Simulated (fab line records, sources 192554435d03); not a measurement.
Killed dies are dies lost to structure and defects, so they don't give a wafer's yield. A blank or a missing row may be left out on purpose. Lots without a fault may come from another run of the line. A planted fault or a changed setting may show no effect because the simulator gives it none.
Split-lot experiment | flow n5_finfet | 7 lots, 21 wafers read, on a route of 1938 steps

THE SPLIT
At N5_BEOL_M4_ILD_DEP_00 (deposits SiOC from DEMS/O2, target thk 79 nm, time 15.3 s), the setting time_s was moved away from the recipe's 15.3 s on 5 of the 21 wafers read, by -9.5% to +9.2%. The other wafers ran this setting at the recipe's value.

The file shows no step between the split and the reading.

THE READING
M4_ILD_THK, in nm, at N5_BEOL_M4_THK_MEAS_01. Fault-free wafers of this fab line usually give 78.7 nm, standard deviation 1.1 nm.

wafer  | tool, chamber at the split | time_s as run, s | against the recipe | M4_ILD_THK, nm | against lot-mates on the recipe
L074.1 | pecvd-04, 0                | 13.85            | -9.5%              | 71.1           | -7.9
L074.3 | pecvd-04, 2                | 15.3             | recipe             | 78.4           | -
L074.4 | pecvd-04, 2                | 15.3             | recipe             | 79.5           | -
L081.4 | pecvd-04, 1                | 16.7             | +9.2%              | 86.0           | +6.8
L081.5 | pecvd-04, 1,0              | 15.3             | recipe             | 79.2           | -
L081.6 | pecvd-04, 1,0              | 15.3             | recipe             | 79.1           | -
L084.1 | pecvd-01, 2                | 15.3             | recipe             | 78.6           | -
L084.2 | pecvd-01, 0                | 15.3             | recipe             | 77.6           | -
L084.6 | pecvd-01, 2                | 15.9             | +3.9%              | 84.6           | +6.5
L086.3 | pecvd-01, 0                | 15.3             | recipe             | 79.2           | -
L086.4 | pecvd-01, 1                | 15.3             | recipe             | 78.8           | -
L086.5 | pecvd-01, 0                | 15.3             | recipe             | 79.2           | -
L089.2 | pecvd-01, 1                | 15.3             | recipe             | 77.5           | -
L089.3 | pecvd-01, 0                | 15.3             | recipe             | 77.2           | -
L089.6 | pecvd-01, 2                | 15.3             | recipe             | 77.8           | -
L090.2 | pecvd-04, 0                | 15.3             | recipe             | 79.1           | -
L090.3 | pecvd-04, 2,0              | 15.3             | recipe             | 79.7           | -
L090.5 | pecvd-04, 2,0              | 15.3             | recipe             | 79.9           | -
L091.3 | pecvd-01, 2                | 15.3             | recipe             | 76.3           | -
L091.4 | pecvd-01, 1                | 14.44            | -5.6%              | 73.0           | -3.3
L091.6 | pecvd-01, 2                | 14.44            | -5.6%              | 74.5           | -1.8
Where a row lists several chambers, the file gives one row for several wafers and doesn't say which wafer went through which chamber.

THE FIT
A straight line over all 21 wafers: M4_ILD_THK changes by +0.863 nm for each +1% of time_s; r = +0.94; the points scatter about the line by 1.1 nm.
The same after taking each lot's own level away (the mean of its wafers on the recipe; 21 wafers): +0.768 nm for each +1%; r = +0.94; scatter 1 nm.
On that fit, the largest move of time_s shifts the reading by 7.3 nm.
The lots' own levels span 76.30 to 79.57 nm, that is 3.0 times the standard deviation above.
So the lot-to-lot level changes the slope: the two fits differ.
Check: with one of the wafers moved furthest among these (-9.5%) left out of the fit, the line predicts -6.44 nm for it against its lot-mates. It came out at -7.85 nm against them.

OTHER SPLITS ON THESE WAFERS
These wafers also went through other splits before the reading. Each is held against what the fit with the lots' levels taken away leaves over:
other split on the same wafers   | wafers away from the commonest value | r with M4_ILD_THK (lot level and that fit taken away)
N5_BEOL_M2_TRENCH_ETCH_37 time_s | 11                                   | +0.10
N5_BEOL_M3_COAT_76 spin_rpm      | 4                                    | +0.03
N5_BEOL_M3_EXPOSE_25 dose_mj     | 7                                    | +0.19

THE WHOLE CHAIN: every reading that the file lists as answering this split, in the file's order
step                   | what it does                                              | reading                                                                            | change (the file's fit)               | r (the file's)
N5_BEOL_M4_ILD_DEP_00  | deposits SiOC from DEMS/O2, target thk 79 nm, time 15.3 s | SiOC_of_BEOL_M4_ILD_DEP_00.thk_nm (the simulator's own value, which no gauge read) | +0.808 nm for each +1% of the setting | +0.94
N5_BEOL_M4_THK_MEAS_01 |                                                           | M4_ILD_THK                                                                         | +0.801 for each +1% of the setting    | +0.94

THE FILE'S OWN FIT
M4_ILD_THK changes by +0.801 nm for each +1% of time_s, r = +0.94.
